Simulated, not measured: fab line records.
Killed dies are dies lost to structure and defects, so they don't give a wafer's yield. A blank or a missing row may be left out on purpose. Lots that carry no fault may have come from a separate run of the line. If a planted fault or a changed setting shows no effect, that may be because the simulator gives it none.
Split-lot study || flow n5_finfet || 7 lots, 21 wafers read, on a route of 1938 steps

## SPLIT DETAILS
At N5_BEOL_M0_SAQP_COAT_08 (resist thk 90 nm), the setting spin_rpm was moved away from the recipe's 1500 rpm on 7 of the 21 wafers read, by -2.9% to +10.5%. All remaining wafers had this setting at the recipe value.

Reading taken at the split's own step.

## THE READING
CAR-ArF_of_BEOL_M0_SAQP_COAT_08.thk_nm (the simulator's own value, which no gauge read), in nm, at N5_BEOL_M0_SAQP_COAT_08 (resist thk 90 nm). The file does not state a usual value for it. Average 90.0 nm, standard deviation 0.24 nm, over the 14 wafers here run with the recipe.

{"wafer": "L078.1", "tool, chamber at the split": "litho_track-01, 0", "spin_rpm as run, rpm": 1500, "against the recipe": "recipe", "CAR-ArF_of_BEOL_M0_SAQP_COAT_08.thk_nm, nm": 90.2, "against lot-mates on the recipe": "-"}
{"wafer": "L078.3", "tool, chamber at the split": "litho_track-01, 0", "spin_rpm as run, rpm": 1500, "against the recipe": "recipe", "CAR-ArF_of_BEOL_M0_SAQP_COAT_08.thk_nm, nm": 90, "against lot-mates on the recipe": "-"}
{"wafer": "L078.5", "tool, chamber at the split": "litho_track-01, 0", "spin_rpm as run, rpm": 1500, "against the recipe": "recipe", "CAR-ArF_of_BEOL_M0_SAQP_COAT_08.thk_nm, nm": 89.8, "against lot-mates on the recipe": "-"}
{"wafer": "L080.2", "tool, chamber at the split": "litho_track-01, 0", "spin_rpm as run, rpm": 1500, "against the recipe": "recipe", "CAR-ArF_of_BEOL_M0_SAQP_COAT_08.thk_nm, nm": 90, "against lot-mates on the recipe": "-"}
{"wafer": "L080.3", "tool, chamber at the split": "litho_track-01, 0", "spin_rpm as run, rpm": 1557, "against the recipe": "+3.8%", "CAR-ArF_of_BEOL_M0_SAQP_COAT_08.thk_nm, nm": 88.4, "against lot-mates on the recipe": -1.6}
{"wafer": "L080.4", "tool, chamber at the split": "litho_track-01, 0", "spin_rpm as run, rpm": 1557, "against the recipe": "+3.8%", "CAR-ArF_of_BEOL_M0_SAQP_COAT_08.thk_nm, nm": 88.4, "against lot-mates on the recipe": -1.6}
{"wafer": "L082.3", "tool, chamber at the split": "litho_track-01, 0", "spin_rpm as run, rpm": 1500, "against the recipe": "recipe", "CAR-ArF_of_BEOL_M0_SAQP_COAT_08.thk_nm, nm": 89.4, "against lot-mates on the recipe": "-"}
{"wafer": "L082.5", "tool, chamber at the split": "litho_track-01, 0", "spin_rpm as run, rpm": 1500, "against the recipe": "recipe", "CAR-ArF_of_BEOL_M0_SAQP_COAT_08.thk_nm, nm": 90, "against lot-mates on the recipe": "-"}
{"wafer": "L082.6", "tool, chamber at the split": "litho_track-01, 0", "spin_rpm as run, rpm": 1500, "against the recipe": "recipe", "CAR-ArF_of_BEOL_M0_SAQP_COAT_08.thk_nm, nm": 89.8, "against lot-mates on the recipe": "-"}
{"wafer": "L085.1", "tool, chamber at the split": "litho_track-03, 0", "spin_rpm as run, rpm": 1658, "against the recipe": "+10.5%", "CAR-ArF_of_BEOL_M0_SAQP_COAT_08.thk_nm, nm": 85.8, "against lot-mates on the recipe": -4.5}
{"wafer": "L085.5", "tool, chamber at the split": "litho_track-03, 0", "spin_rpm as run, rpm": 1500, "against the recipe": "recipe", "CAR-ArF_of_BEOL_M0_SAQP_COAT_08.thk_nm, nm": 90.4, "against lot-mates on the recipe": "-"}
{"wafer": "L085.6", "tool, chamber at the split": "litho_track-03, 0", "spin_rpm as run, rpm": 1500, "against the recipe": "recipe", "CAR-ArF_of_BEOL_M0_SAQP_COAT_08.thk_nm, nm": 90.2, "against lot-mates on the recipe": "-"}
{"wafer": "L089.3", "tool, chamber at the split": "litho_track-01, 0", "spin_rpm as run, rpm": 1658, "against the recipe": "+10.5%", "CAR-ArF_of_BEOL_M0_SAQP_COAT_08.thk_nm, nm": 85.4, "against lot-mates on the recipe": -4.6}
{"wafer": "L089.5", "tool, chamber at the split": "litho_track-01, 0", "spin_rpm as run, rpm": 1500, "against the recipe": "recipe", "CAR-ArF_of_BEOL_M0_SAQP_COAT_08.thk_nm, nm": 90, "against lot-mates on the recipe": "-"}
{"wafer": "L089.6", "tool, chamber at the split": "litho_track-01, 0", "spin_rpm as run, rpm": 1658, "against the recipe": "+10.5%", "CAR-ArF_of_BEOL_M0_SAQP_COAT_08.thk_nm, nm": 85.2, "against lot-mates on the recipe": -4.8}
{"wafer": "L092.2", "tool, chamber at the split": "litho_track-03, 0", "spin_rpm as run, rpm": 1500, "against the recipe": "recipe", "CAR-ArF_of_BEOL_M0_SAQP_COAT_08.thk_nm, nm": 90.2, "against lot-mates on the recipe": "-"}
{"wafer": "L092.6", "tool, chamber at the split": "litho_track-03, 0", "spin_rpm as run, rpm": 1500, "against the recipe": "recipe", "CAR-ArF_of_BEOL_M0_SAQP_COAT_08.thk_nm, nm": 90.2, "against lot-mates on the recipe": "-"}
{"wafer": "L092.5", "tool, chamber at the split": "litho_track-03, 0", "spin_rpm as run, rpm": 1500, "against the recipe": "recipe", "CAR-ArF_of_BEOL_M0_SAQP_COAT_08.thk_nm, nm": 90, "against lot-mates on the recipe": "-"}
{"wafer": "L094.1", "tool, chamber at the split": "litho_track-03, 0", "spin_rpm as run, rpm": 1457, "against the recipe": "-2.9%", "CAR-ArF_of_BEOL_M0_SAQP_COAT_08.thk_nm, nm": 91.6, "against lot-mates on the recipe": "+1.4"}
{"wafer": "L094.3", "tool, chamber at the split": "litho_track-03, 0", "spin_rpm as run, rpm": 1500, "against the recipe": "recipe", "CAR-ArF_of_BEOL_M0_SAQP_COAT_08.thk_nm, nm": 90.2, "against lot-mates on the recipe": "-"}
{"wafer": "L094.4", "tool, chamber at the split": "litho_track-03, 0", "spin_rpm as run, rpm": 1457, "against the recipe": "-2.9%", "CAR-ArF_of_BEOL_M0_SAQP_COAT_08.thk_nm, nm": 91.4, "against lot-mates on the recipe": "+1.2"}

THE FIT
A straight line over all 21 wafers: CAR-ArF_of_BEOL_M0_SAQP_COAT_08.thk_nm changes by -0.439 nm for each +1% of spin_rpm; r = -0.99; the points scatter about the line by 0.24 nm.
The same after taking each lot's own level away (the mean of its wafers on the recipe; 21 wafers): -0.44 nm for each +1%; r = -1.00; scatter 0.14 nm.
On that fit, the largest move of spin_rpm shifts the reading by 4.6 nm.
Measured against the standard deviation above, the lots' own levels, which go from 89.73 to 90.30 nm, span 2.4 times it.
The two slopes are in agreement: the lot-to-lot level therefore moves the slope only a little.
Check: with one of the wafers moved furthest among these (+10.5%) left out of the fit, the line predicts -4.68 nm for it against its lot-mates. Against them it came out at -4.5 nm.

## OTHER SPLITS APPLIED TO THESE WAFERS
Before the reading, these wafers also passed through other splits. Each is held against what the fit with the lots' levels taken away leaves over:
{"other split on the same wafers": "N5_MOL_CONTACT_COAG_ALD_123 ald_cycles", "wafers away from the commonest value": 8, "r with CAR-ArF_of_BEOL_M0_SAQP_COAT_08.thk_nm (lot level and that fit taken away)": -0.25}
{"other split on the same wafers": "N5_MOL_CONTACT_COAG_VIA_ETCH_46 bias_w", "wafers away from the commonest value": 7, "r with CAR-ArF_of_BEOL_M0_SAQP_COAT_08.thk_nm (lot level and that fit taken away)": "+0.11"}
{"other split on the same wafers": "N5_MOL_CONTACT_COAG_COAT_34 spin_rpm", "wafers away from the commonest value": 6, "r with CAR-ArF_of_BEOL_M0_SAQP_COAT_08.thk_nm (lot level and that fit taken away)": "+0.15"}

## FILE'S OWN FIT
CAR-ArF_of_BEOL_M0_SAQP_COAT_08.thk_nm changes by -0.436 nm for each +1% of spin_rpm, r = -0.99.
